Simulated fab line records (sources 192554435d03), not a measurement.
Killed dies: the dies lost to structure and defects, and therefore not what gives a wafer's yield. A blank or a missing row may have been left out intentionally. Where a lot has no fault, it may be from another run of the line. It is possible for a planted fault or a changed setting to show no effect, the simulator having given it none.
fab line records | flow n5Finfet
record lots=24 wafers=72 lastDay=21
route steps=1938 shown BEOL_M1@793
lots with no fault: from the same line, run without faults
startH: the number of hours between the record's first day and the start of the first shown wafer of the lot | waitH: time in hours since the lot's previous step | " identical to the entry in the row above | L1.1+2: a single row standing in for several wafers | - no value present, or no start provided | * or withheld: withheld | < > ~ a bound
route shown NAME@n: NAME is a module with steps in the file, n the number in the route of the first one | usual: average and standard deviation across the fault-free wafers | same: alike in all rows | chamber/n: place in a boat | sites: readings site by site | _std_site: standard deviation of those values | _edge_site: mean of outer sites minus mean of inner sites | radiusMm: how far each site lies from the wafer's centre | mask NAME#n: copy n | behind: the tool/chamber that last shaped the wafer | hold: why the lot was held/for how many hours/how that ended | device: the n, p or np transistor that did not switch | end of line: the route-end tests of the same wafers | a step given without rows: its recipe and nothing more | killed: dies lost to structure and defects at the first sort, not the wafer's yield | map: dies across one wafer; x = killed, . = not, _ = none there
set.NAME: setting as actually run; set.NAME@STEP: the setting as run at that earlier step | model.NAME: the simulator's own value behind a step, which no gauge read
the route's steps for a sample of lots (tables are steps, rows are wafers)
services: when a tool's chamber went out of use (startH, in hours from the record's first day, below 0 if earlier), for how many hours, and the reason
## steps
# step N5_BEOL_M1_ETCHBACK_99
# recipe chemistry=CHF3 target=SiO2 targetDepthA=50 timeS=10.4 sourceW=215 biasW=47 Ar_flow_sccm=200 CHF3_flow_sccm=12 ionEnergyEv=100 pressureMtorr=30
# usual drypumpMotorCurrentA=5.7/0.35 oesProductAu=0.79/0.082 rfVppV=239/5 showerheadPlenumPTorr=2.16/0.081 throttleValvePct=17.01/0.26
# columns lot.wafer tool chamber startH waitH drypumpMotorCurrentA oesProductAu rfHoursCounterH rfVppV showerheadPlenumPTorr throttleValvePct
L074.3 rieDiel-03 1 121.43 0.8 5.8 0.72 204 237 2.20 17.48
L074.4 " 0 " " 6.2 0.84 101 246 2.15 16.58
L074.6 " 3 " " 5.2 0.94 - 237 2.31 16.95
L075.1 rieDiel-02 3 125.37 1.8 5.9 0.75 155 244 2.22 16.93
L075.3 " 0 " " 5.7 0.67 225 236 2.15 17.43
L075.6 " 0 " " 5.7 0.67 - 236 2.15 17.45
L076.1 rieDiel-06 0 139.11 7.8 6.2 0.81 74 235 2.16 16.78
L076.4 " 1 " " 5.5 0.69 213 239 2.20 17.10
L076.6 " 3 " " 5.4 0.92 - 245 2.11 16.96
L077.3 rieDiel-02 1 153.45 8.7 5.4 0.79 119 242 2.09 16.89
L077.5 " 1 " " 5.4 0.79 - 242 2.09 16.90
L077.6 " 2 " " 5.6 0.78 - 237 2.00 17.15
L078.2 rieDiel-02 2 158.20 9.1 5.7 0.78 130 238 2.00 17.16
L078.4 " 3 " " 5.8 0.75 161 246 2.22 16.93
L078.6 " 3 " " 5.9 0.74 - 246 2.22 16.94
L079.2 rieDiel-02 2 169.90 10.4 5.7 0.78 132 236 2.00 17.14
L079.3 " 3 " " 5.9 0.75 163 246 2.22 16.92
L079.4 " 1 " " 5.4 0.79 122 242 2.09 16.90
L080.2 rieDiel-03 1 174.72 9.8 5.7 0.71 215 238 2.20 17.50
L080.3 " 2 " " 6.2 0.88 55 240 2.25 16.73
L080.5 " 3 " " 5.1 0.92 - 239 2.30 16.98
L081.1 rieDiel-06 2 178.78 3.8 5.2 0.91 16 229 2.22 16.73
L081.2 " 0 " " 6.2 0.81 81 235 2.16 16.78
L081.5 " 2 " " 5.2 0.90 - 230 2.22 16.73
L083.2 rieDiel-02 3 179.25 4.1 5.9 0.75 165 246 2.22 16.93
L083.3 " 2 " " 5.7 0.78 134 235 2.00 17.16
L083.4 " 1 " " 5.4 0.78 124 242 2.09 16.89
L082.2 rieDiel-02 1 182.02 5.8 5.4 0.79 125 243 2.09 16.91
L082.5 " 3 " " 5.9 0.75 - 246 2.21 16.95
L082.6 " 0 " " 5.8 0.67 - 235 2.15 17.48
L084.2 rieDiel-02 0 200.93 8.1 5.8 0.66 240 236 2.14 17.47
L084.4 " 3 " " 5.8 0.74 170 248 2.21 16.95
L084.5 " 0 " " 5.8 0.67 - 236 2.14 17.49
L085.1 rieDiel-03 0 200.96 13.7 6.2 0.83 117 245 2.14 16.63
L085.2 " 2 " " 6.2 0.87 59 241 2.25 16.72
L085.3 " 1 " " 5.8 0.71 219 237 2.20 17.50
L086.3 rieDiel-06 3 201.06 4.8 5.4 0.89 31 246 2.11 16.99
L086.4 " 2 " " 5.2 0.90 23 230 2.22 16.72
L086.5 " 3 " " 5.4 0.89 - 246 2.11 17.00
L088.3 rieDiel-02 0 207.40 4.4 5.8 0.66 243 237 2.14 17.47
L088.5 " 3 " " 5.9 0.74 - 245 2.21 16.97
L088.6 " 2 " " 5.7 0.78 - 235 2.00 17.16
L087.2 rieDiel-06 3 212.53 9.7 5.4 0.89 34 246 2.11 17.00
L087.3 " 1 " " 5.5 0.68 229 240 2.20 17.13
L087.5 " 1 " " 5.5 0.68 - 239 2.20 17.14
L089.2 rieDiel-06 0 216.55 7.2 6.2 0.80 91 235 2.16 16.80
L089.4 " 3 " " 5.4 0.88 35 245 2.11 17.00
L089.6 " 2 " " 5.2 0.88 - 230 2.22 16.73
L090.2 rieDiel-03 1 230.82 11.4 5.8 0.71 228 238 2.19 17.51
L090.4 " 0 " " 6.1 0.83 126 247 2.14 16.63
L090.5 " 3 " " 5.1 0.89 - 237 2.30 16.99
L091.1 rieDiel-02 3 230.90 8.6 5.9 0.73 181 247 2.21 16.97
L091.2 " 0 " " 5.8 0.67 249 235 2.14 17.49
L091.4 " 2 " " 5.6 0.78 149 235 1.99 17.18
L092.1 rieDiel-03 1 245.64 9.3 5.7 0.70 234 237 2.19 17.51
L092.4 " 2 " " 6.2 0.84 73 241 2.24 16.74
L092.6 " 3 " " 5.2 0.89 - 240 2.30 17.00
L093.1 rieDiel-03 3 248.84 11.3 5.2 0.89 47 239 2.30 17.01
L093.5 " 3 " " 5.2 0.87 - 237 2.30 16.99
L093.6 " 0 " " 6.1 0.82 - 245 2.14 16.65
L094.2 rieDiel-06 1 254.49 7.0 5.5 0.67 244 240 2.19 17.16
L094.3 " 0 " " 6.2 0.79 105 233 2.15 16.82
L094.4 " 2 " " 5.2 0.86 42 228 2.21 16.77
L097.1 rieDiel-02 0 266.49 2.7 5.8 0.99 6 237 2.14 17.05
L097.2 " 1 " " 5.4 0.76 148 243 2.08 16.93
L097.4 " 3 " " 5.9 0.72 195 246 2.20 17.01
L095.2 rieDiel-03 0 266.53 13.4 6.2 0.81 139 245 2.13 16.67
L095.3 " 1 " " 5.7 0.69 241 238 2.19 17.53
L095.5 " 0 " " 6.2 0.81 - 245 2.13 16.65
L096.2 rieDiel-06 0 266.56 10.3 6.2 0.78 110 235 2.15 16.85
L096.3 " 3 " " 5.4 0.87 51 246 2.10 17.03
L096.4 " 1 " " 5.5 0.67 249 239 2.19 17.18
# step N5_BEOL_M1_TRENCH_ETCH_37
# recipe chemistry=C4F6/O2 targetDepthA=552.07 target=SiOC timeS=29 ionEnergyEv=250 pressureMtorr=30 sourceW=355 biasW=185 Ar_flow_sccm=300 C4F6_flow_sccm=10 O2_flow_sccm=10
# usual drypumpMotorCurrentA=5.7/0.35 oesProductAu=0.79/0.081 rfVppV=662/14 showerheadPlenumPTorr=2.86/0.1 throttleValvePct=20.80/0.27
# columns lot.wafer tool chamber startH waitH drypumpMotorCurrentA oesProductAu rfHoursCounterH rfVppV showerheadPlenumPTorr throttleValvePct
L074.3 rieDiel-03 1 - - 5.8 0.71 204 659 2.92 21.27
L074.4 " 0 " " 6.2 0.85 101 679 2.84 20.32
L074.6 " 3 " " 5.2 0.94 - 656 3.05 20.82
L075.1 rieDiel-02 3 - - 5.8 0.76 155 682 2.93 20.69
L075.3 " 0 " " 5.7 0.67 226 653 2.84 21.28
L075.6 " 0 " " 5.7 0.68 - 653 2.84 21.28
L076.1 rieDiel-06 0 - - 6.3 0.81 75 648 2.86 20.53
L076.4 " 1 " " 5.5 0.69 213 659 2.91 20.83
L076.6 " 3 " " 5.4 0.92 - 677 2.79 20.75
L077.3 rieDiel-02 1 - - 5.4 0.80 119 671 2.77 20.71
L077.5 " 1 " " 5.4 0.80 - 672 2.77 20.70
L077.6 " 2 " " 5.7 0.78 - 653 2.65 20.96
L078.2 rieDiel-02 2 - - 5.6 0.79 130 652 2.65 20.98
L078.4 " 3 " " 5.9 0.75 161 682 2.93 20.70
L078.6 " 3 " " 5.9 0.76 - 681 2.93 20.69
L079.2 rieDiel-02 2 - - 5.7 0.79 132 652 2.65 20.97
L079.3 " 3 " " 5.9 0.75 163 681 2.93 20.70
L079.4 " 1 " " 5.4 0.80 122 671 2.77 20.73
L080.2 rieDiel-03 1 - - 5.8 0.71 215 657 2.91 21.28
L080.3 " 2 " " 6.2 0.88 55 666 2.97 20.49
L080.5 " 3 " " 5.2 0.92 - 655 3.04 20.82
L081.1 rieDiel-06 2 - - 5.2 0.91 17 635 2.93 20.56
L081.2 " 0 " " 6.2 0.82 81 649 2.86 20.56
L081.5 " 2 " " 5.2 0.91 - 634 2.93 20.57
L083.2 rieDiel-02 3 - - 5.8 0.75 165 681 2.93 20.72
L083.3 " 2 " " 5.7 0.78 134 653 2.65 20.97
L083.4 " 1 " " 5.4 0.80 124 671 2.77 20.72
L082.2 rieDiel-02 1 - - 5.4 0.79 125 670 2.77 20.73
L082.5 " 3 " " 5.9 0.74 - 681 2.93 20.71
L082.6 " 0 " " 5.8 0.67 - 655 2.84 21.29
L084.2 rieDiel-02 0 - - 5.8 0.66 240 652 2.84 21.31
L084.4 " 3 " " 5.9 0.75 170 680 2.93 20.70
L084.5 " 0 " " 5.8 0.66 - 654 2.84 21.31
L085.1 rieDiel-03 0 - - 6.2 0.83 117 678 2.83 20.36
L085.2 " 2 " " 6.3 0.87 59 664 2.97 20.49
L085.3 " 1 " " 5.8 0.71 220 657 2.91 21.30
L086.3 rieDiel-06 3 - - 5.4 0.89 31 678 2.79 20.77
L086.4 " 2 " " 5.2 0.89 23 635 2.93 20.59
L086.5 " 3 " " 5.4 0.90 - 677 2.79 20.78
L088.3 rieDiel-02 0 - - 5.8 0.67 243 653 2.84 21.29
L088.5 " 3 " " 5.9 0.75 - 681 2.93 20.70
L088.6 " 2 " " 5.7 0.79 - 652 2.65 21.00
L087.2 rieDiel-06 3 - - 5.4 0.89 34 677 2.79 20.76
L087.3 " 1 " " 5.5 0.69 229 659 2.90 20.87
L087.5 " 1 " " 5.5 0.68 - 659 2.90 20.86
L089.2 rieDiel-06 0 - - 6.2 0.80 91 648 2.85 20.56
L089.4 " 3 " " 5.4 0.89 35 679 2.78 20.76
L089.6 " 2 " " 5.2 0.88 - 635 2.93 20.58
L090.2 rieDiel-03 1 - - 5.8 0.70 228 657 2.90 21.31
L090.4 " 0 " " 6.2 0.83 126 679 2.83 20.37
L090.5 " 3 " " 5.2 0.90 - 655 3.03 20.85
L091.1 rieDiel-02 3 - - 5.9 0.73 181 682 2.92 20.74
L091.2 " 0 " " 5.8 0.66 249 652 2.83 21.33
L091.4 " 2 " " 5.6 0.76 149 653 2.64 21.01
L092.1 rieDiel-03 1 - - 5.8 0.71 234 657 2.90 21.30
L092.4 " 2 " " 6.3 0.85 74 665 2.96 20.51
L092.6 " 3 " " 5.2 0.88 - 655 3.03 20.85
L093.1 rieDiel-03 3 - - 5.2 0.88 47 655 3.03 20.84
L093.5 " 3 " " 5.2 0.87 - 655 3.03 20.85
L093.6 " 0 " " 6.2 0.81 - 679 2.83 20.37
L094.2 rieDiel-06 1 - - 5.5 0.67 244 661 2.90 20.89
L094.3 " 0 " " 6.3 0.79 105 649 2.85 20.58
L094.4 " 2 " " 5.2 0.86 42 636 2.92 20.60
L097.1 rieDiel-02 0 - - 5.8 0.99 6 653 2.83 20.97
L097.2 " 1 " " 5.4 0.76 148 671 2.76 20.74
L097.4 " 3 " " 5.9 0.72 195 681 2.92 20.76
L095.2 rieDiel-03 0 - - 6.2 0.82 139 678 2.82 20.40
L095.3 " 1 " " 5.8 0.69 241 659 2.90 21.31
L095.5 " 0 " " 6.2 0.82 - 679 2.82 20.38
L096.2 rieDiel-06 0 - - 6.3 0.78 110 648 2.84 20.60
L096.3 " 3 " " 5.4 0.88 51 677 2.78 20.79
L096.4 " 1 " " 5.5 0.66 249 661 2.89 20.89
# step N5_BEOL_M1_DEGAS_44
# recipe ambient=vacuum tempC=250 timeS=60
# usual heaterPowerW=334/33
# columns lot.wafer tool chamber startH waitH heaterPowerW
L074.3 pvdSputter-02 - 122.18 0.2 304
L074.4 " - " " 321
L074.6 " - " " 321
L075.1 pvdSputter-01 - 126.20 0.3 324
L075.3 " - " " 340
L075.6 " - " " 310
L076.1 pvdSputter-01 - 140.18 0.5 335
L076.4 " - " " 322
L076.6 " - " " 331
L077.3 pvdSputter-02 - 154.04 0.0 313
L077.5 " - " " 381
L077.6 " - " " 316
L078.2 pvdSputter-03 - 158.95 0.2 295
L078.4 " - " " 289
L078.6 " - " " 323
L079.2 pvdSputter-02 - 171.34 0.9 390
L079.3 " - " " 314
L079.4 " - " " 414
L080.2 pvdSputter-01 - 175.74 0.5 335
L080.3 " - " " 343
L080.5 " - " " 334
L081.1 pvdSputter-03 - 179.43 0.1 320
L081.2 " - " " 289
L081.5 " - " " 294
L083.2 pvdSputter-02 - 179.85 0.1 311
L083.3 " - " " 324
L083.4 " - " " 388
L082.2 pvdSputter-01 - 182.72 0.2 341
L082.5 " - " " 338
L082.6 " - " " 322
L084.2 pvdSputter-01 - 201.68 0.2 321
L084.4 " - " " 335
L084.5 " - " " 338
L085.1 pvdSputter-01 - 201.76 0.3 325
L085.2 " - " " 319
L085.3 " - " " 338
L086.3 pvdSputter-03 - 201.83 0.2 292
L086.4 " - " " 331
L086.5 " - " " 288
L088.3 pvdSputter-01 - 208.07 0.1 325
L088.5 " - " " 347
L088.6 " - " " 327
L087.2 pvdSputter-03 - 213.65 0.6 290
L087.3 " - " " 296
L087.5 " - " " 319
L089.2 pvdSputter-02 - 217.14 0.0 317
L089.4 " - " " 312
L089.6 " - " " 391
L090.2 pvdSputter-02 - 231.80 0.4 385
L090.4 " - " " 307
L090.5 " - " " 313
L091.1 pvdSputter-01 - 231.81 0.4 325
L091.2 " - " " 330
L091.4 " - " " 321
L092.1 pvdSputter-02 - 246.40 0.2 311
L092.4 " - " " 386
L092.6 " - " " 319
L093.1 pvdSputter-03 - 249.58 0.2 293
L093.5 " - " " 320
L093.6 " - " " 303
L094.2 pvdSputter-02 - 255.54 0.5 389
L094.3 " - " " 312
L094.4 " - " " 403
L097.1 pvdSputter-01 - 267.29 0.3 329
L097.2 " - " " 313
L097.4 " - " " 321
L095.2 pvdSputter-01 - 267.37 0.3 307
L095.3 " - " " 335
L095.5 " - " " 326
L096.2 pvdSputter-02 - 267.52 0.4 390
L096.3 " - " " 412
L096.4 " - " " 312
# step N5_BEOL_M1_ANNEAL_93
# recipe tempC=400 timeS=240 ambient=vacuum
# usual heaterPowerW=833/83
# columns lot.wafer tool chamber startH waitH heaterPowerW
L074.3 pvdSputter-03 - 125.81 0.0 731
L074.4 " - " " 817
L074.6 " - " " 747
L075.1 pvdSputter-01 - 129.88 0.0 819
L075.3 " - " " 804
L075.6 " - " " 789
L076.1 pvdSputter-01 - 142.28 0.0 852
L076.4 " - " " 801
L076.6 " - " " 807
L077.3 pvdSputter-01 - 157.38 0.0 802
L077.5 " - " " 848
L077.6 " - " " 797
L078.2 pvdSputter-03 - 160.93 0.0 798
L078.4 " - " " 802
L078.6 " - " " 771
L079.2 pvdSputter-02 - 173.44 0.0 1026
L079.3 " - " " 943
L079.4 " - " " 780
L080.2 pvdSputter-01 - 179.80 0.0 827
L080.3 " - " " 807
L080.5 " - " " 855
L081.1 pvdSputter-02 - 181.54 0.0 776
L081.2 " - " " 776
L081.5 " - " " 791
L083.2 pvdSputter-03 - 183.56 0.0 738
L083.3 " - " " 718
L083.4 " - " " 825
L082.2 pvdSputter-01 - 184.72 0.0 840
L082.5 " - " " 786
L082.6 " - " " 792
L084.2 pvdSputter-02 - 203.79 0.0 966
L084.4 " - " " 803
L084.5 " - " " 967
L085.1 pvdSputter-03 - 203.86 0.0 790
L085.2 " - " " 808
L085.3 " - " " 737
L086.3 pvdSputter-01 - 203.88 0.0 840
L086.4 " - " " 811
L086.5 " - " " 831
L088.3 pvdSputter-01 - 211.69 0.0 791
L088.5 " - " " 833
L088.6 " - " " 796
L087.2 pvdSputter-02 - 216.08 0.0 780
L087.3 " - " " 784
L087.5 " - " " 785
L089.2 pvdSputter-03 - 219.22 0.0 741
L089.4 " - " " 815
L089.6 " - " " 800
L090.2 pvdSputter-02 - 233.96 0.0 958
L090.4 " - " " 769
L090.5 " - " " 1031
L091.1 pvdSputter-01 - 235.61 0.0 808
L091.2 " - " " 831
L091.4 " - " " 847
L092.1 pvdSputter-02 - 249.86 0.0 773
L092.4 " - " " 1032
L092.6 " - " " 758
L093.1 pvdSputter-02 - 251.70 0.0 967
L093.5 " - " " 972
L093.6 " - " " 761
L094.2 pvdSputter-02 - 257.66 0.0 760
L094.3 " - " " 1003
L094.4 " - " " 764
L097.1 pvdSputter-02 - 269.66 0.0 741
L097.2 " - " " 1013
L097.4 " - " " 785
L095.2 pvdSputter-01 - 269.81 0.0 852
L095.3 " - " " 782
L095.5 " - " " 849
L096.2 pvdSputter-03 - 270.80 0.0 845
L096.3 " - " " 726
L096.4 " - " " 726
# step N5_BEOL_M1_CMP_52
# recipe stopOn=SiOC tOverpolishS=6.8 downForcePsi=1 platenRpm=50 clearingPlatenDownForcePsi=1.5 clearingPlatenRpm=50 postCmpClean=cuAlkaline targetThkNm=40 clearingPlatenPadVelocityMS=0.99484 padVelocityMS=0.99484
# usual barrierFieldEndpointS=24.4/0.78 motorCurrentA=6.3/0.4 overpolishRunS=6.799/0.0093 timeToEndpointS=62/4.4
# columns lot.wafer tool chamber startH waitH barrierFieldEndpointS motorCurrentA overpolishRunS timeToEndpointS
L074.4 cmp-02 1 126.76 0.2 23.8 7.0 6.784 59
L074.3 " 2 " " 23.5 6.4 6.807 60
L074.6 " 1 " " 24.1 7.0 6.806 62
L075.3 cmp-02 3 130.74 0.2 23.5 6.2 6.792 56
L075.1 " 2 " " 23.3 6.3 6.785 56
L075.6 " 3 " " 23.9 6.5 6.810 58
L076.1 cmp-02 2 143.14 0.3 23.9 6.6 6.800 61
L076.4 " 3 " " 24.4 6.6 6.790 62
L076.6 " 3 " " 24.1 6.3 6.787 58
L077.3 cmp-02 0 158.23 0.2 25.3 6.6 6.803 68
L077.6 " 0 " " 25.2 6.4 6.781 67
L077.5 " 1 " " 25.7 6.8 6.786 65
L078.2 cmp-01 3 161.82 0.2 24.4 6.8 6.795 67
L078.4 " 1 " " 24.7 6.6 6.785 61
L078.6 " 2 " " 24.0 5.2 6.803 64
L079.3 cmp-04 1 174.33 0.2 22.6 6.1 6.812 54
L079.2 " 2 " " 24.4 5.9 6.806 64
L079.4 " 3 " " 24.7 6.3 6.804 67
L080.2 cmp-01 2 180.71 0.2 25.5 5.3 6.799 61
L080.3 " 3 " " 24.5 6.9 6.802 63
L080.5 " 3 " " 26.2 7.4 6.796 68
L081.2 cmp-04 0 182.59 0.2 24.3 6.5 6.794 70
L081.1 " 2 " " 23.8 6.1 6.801 64
L081.5 " 1 " " 23.3 6.1 6.815 56
L083.2 cmp-02 1 184.42 0.2 24.7 6.6 6.802 61
L083.4 " 3 " " 23.5 6.5 6.803 59
L083.3 " 0 " " 25.3 6.4 6.804 68
L082.2 cmp-02 0 185.90 0.3 24.7 6.2 6.789 62
L082.5 " 2 " " 24.3 6.4 6.822 57
L082.6 " 3 " " 24.1 6.1 6.809 58
L084.4 cmp-04 1 204.72 0.2 23.0 6.2 6.790 56
L084.2 " 2 " " 24.2 5.7 6.797 63
L084.5 " 3 " " 25.2 5.9 6.806 62
L085.2 cmp-01 0 204.72 0.2 24.5 6.1 6.794 63
L085.1 " 1 " " 24.0 6.6 6.809 59
L085.3 " 3 " " 24.1 6.7 6.788 64
L086.3 cmp-02 0 204.99 0.2 25.5 6.4 6.807 66
L086.4 " 1 " " 25.0 6.8 6.801 61
L086.5 " 0 " " 26.0 6.5 6.812 63
L088.3 cmp-04 2 212.66 0.3 24.4 5.9 6.811 63
L088.6 " 3 " " 25.4 6.0 6.812 64
L088.5 " 0 " " 25.4 6.5 6.790 67
L087.3 cmp-01 1 216.97 0.2 24.2 6.8 6.803 61
L087.2 " 3 " " 24.9 7.1 6.819 68
L087.5 " 0 " " 25.0 6.0 6.799 66
L089.2 cmp-04 2 220.56 0.2 24.3 6.1 6.794 61
L089.4 " 3 " " 25.2 6.4 6.808 65
L089.6 " 2 " " 24.7 6.2 6.791 64
L090.4 cmp-04 1 234.81 0.1 22.6 6.1 6.797 54
L090.2 " 3 " " 23.9 6.2 6.795 63
L090.5 " 2 " " 23.7 5.9 6.800 62
L091.4 cmp-02 1 236.47 0.1 24.8 6.6 6.804 59
L091.1 " 3 " " 24.2 6.2 6.787 61
L091.2 " 0 " " 25.0 6.4 6.787 68
L092.4 cmp-04 2 250.77 0.2 24.9 6.0 6.807 61
L092.1 " 3 " " 24.8 6.2 6.808 63
L092.6 " 1 " " 23.0 6.4 6.783 53
L093.1 cmp-04 3 253.09 0.3 24.9 6.2 6.807 64
L093.5 " 1 " " 23.1 6.3 6.809 53
L093.6 " 2 " " 24.4 6.2 6.814 60
L094.4 cmp-02 3 258.52 0.1 25.1 6.0 6.805 64
L094.2 " 1 " " 25.3 7.0 6.806 70
L094.3 " 2 " " 24.5 6.3 6.801 62
L097.4 cmp-01 2 270.52 0.1 23.6 5.4 6.804 61
L097.1 " 3 " " 24.2 7.1 6.803 64
L097.2 " 1 " " 23.2 6.6 6.804 59
L095.3 cmp-04 2 270.67 0.2 24.5 6.4 6.823 61
L095.2 " 1 " " 23.4 6.1 6.804 52
L095.5 " 2 " " 24.2 5.9 6.804 59
L096.4 cmp-02 3 271.67 0.1 24.4 6.1 6.789 58
L096.3 " 1 " " 24.5 7.1 6.800 63
L096.2 " 2 " " 24.2 5.8 6.809 59
# step N5_BEOL_M1_PRE_CLEAN_60
# recipe gas=NH3/H2 timeS=15 tempC=* rfPowerW=300
# usual heaterPowerW=104/22
# columns lot.wafer tool chamber startH waitH heaterPowerW
L074.3 cvdCo-02 2 127.39 0.4 115
L074.4 " 2 " " 112
L074.6 " 1 " " 133
L075.1 cvdCo-02 0 131.07 0.0 87
L075.3 " 2 " " 112
L075.6 " 2 " " 113
L076.1 cvdCo-01 0 143.47 0.0 63
L076.4 " 2 " " 86
L076.6 " 1 " " 97
L077.3 cvdCo-01 2 158.56 0.0 86
L077.5 " 2 " " 84
L077.6 " 0 " " 66
L078.2 cvdCo-01 0 162.11 0.0 63
L078.4 " 0 " " 65
L078.6 " 2 " " 87
L079.2 cvdCo-01 1 174.62 0.0 101
L079.3 " 0 " " 63
L079.4 " 2 " " 85
L080.2 cvdCo-02 2 181.04 0.0 114
L080.3 " 1 " " 134
L080.5 " 0 " " 86
L081.1 cvdCo-02 2 182.92 0.0 112
L081.2 " 0 " " 88
L081.5 " 1 " " 131
L083.2 cvdCo-02 2 184.75 0.0 112
L083.3 " 1 " " 136
L083.4 " 2 " " 116
L082.2 cvdCo-02 0 186.16 0.0 89
L082.5 " 0 " " 89
L082.6 " 2 " " 114
L084.2 cvdCo-01 2 204.97 0.0 86
L084.4 " 1 " " 100
L084.5 " 2 " " 85
L085.1 cvdCo-02 0 205.07 0.1 85
L085.2 " 2 " " 113
L085.3 " 1 " " 133
L086.3 cvdCo-02 1 205.33 0.0 135
L086.4 " 0 " " 91
L086.5 " 1 " " 136
L088.3 cvdCo-02 0 212.88 0.0 89
L088.5 " 0 " " 91
L088.6 " 2 " " 113
L087.2 cvdCo-01 2 217.44 0.2 86
L087.3 " 1 " " 97
L087.5 " 1 " " 98
L089.2 cvdCo-02 0 220.86 0.0 89
L089.4 " 2 " " 113
L089.6 " 0 " " 88
L090.2 cvdCo-02 2 235.14 0.0 116
L090.4 " 1 " " 134
L090.5 " 0 " " 88
L091.1 cvdCo-02 0 236.85 0.1 87
L091.2 " 2 " " 113
L091.4 " 0 " " 88
L092.1 cvdCo-02 2 251.08 0.0 114
L092.4 " 1 " " 137
L092.6 " 2 " " 116
L093.1 cvdCo-02 0 253.35 0.0 89
L093.5 " 0 " " 88
L093.6 " 1 " " 135
L094.2 cvdCo-02 2 258.85 0.0 113
L094.3 " 1 " " 134
L094.4 " 0 " " 89
L097.1 cvdCo-02 1 270.86 0.0 136
L097.2 " 2 " " 114
L097.4 " 2 " " 117
L095.2 cvdCo-01 0 271.00 0.0 64
L095.3 " 1 " " 100
L095.5 " 1 " " 103
L096.2 cvdCo-02 2 272.00 0.0 115
L096.3 " 0 " " 88
L096.4 " 0 " " 89
## services
# columns tool chamber startH hours kind
cmp-01 - 97.63 2.3 repair
pvdSputter-01 - 102.01 15.5 repair
rieDiel-06 - 105.21 0.6 repair
pvdSputter-03 - 106.97 1.1 repair
cvdCo-02 - 108.26 6.9 pm
pvdSputter-02 - 118.55 0.5 repair
cmp-04 - 122.74 6.0 pm
rieDiel-02 1 124.87 2.3 repair
pvdSputter-03 - 135.19 3.9 repair
cmp-02 - 145.23 0.3 repair
pvdSputter-01 - 147.54 3.7 repair
cvdCo-01 - 149.42 2.8 pm
cvdCo-02 0 150.19 4.5 repair
cmp-02 - 160.85 4.0 pm
cmp-04 - 168.36 0.7 repair
pvdSputter-03 - 175.65 1.1 repair
cmp-04 - 177.61 0.6 repair
cvdCo-01 2 182.14 16.5 repair
pvdSputter-02 - 184.70 1.4 repair
rieDiel-02 1 203.70 9.6 repair
rieDiel-02 0 216.37 5.1 repair
cmp-04 - 221.71 4.0 pm
cmp-02 - 227.89 4.8 pm
cmp-04 - 239.49 3.6 repair
## key
fault none
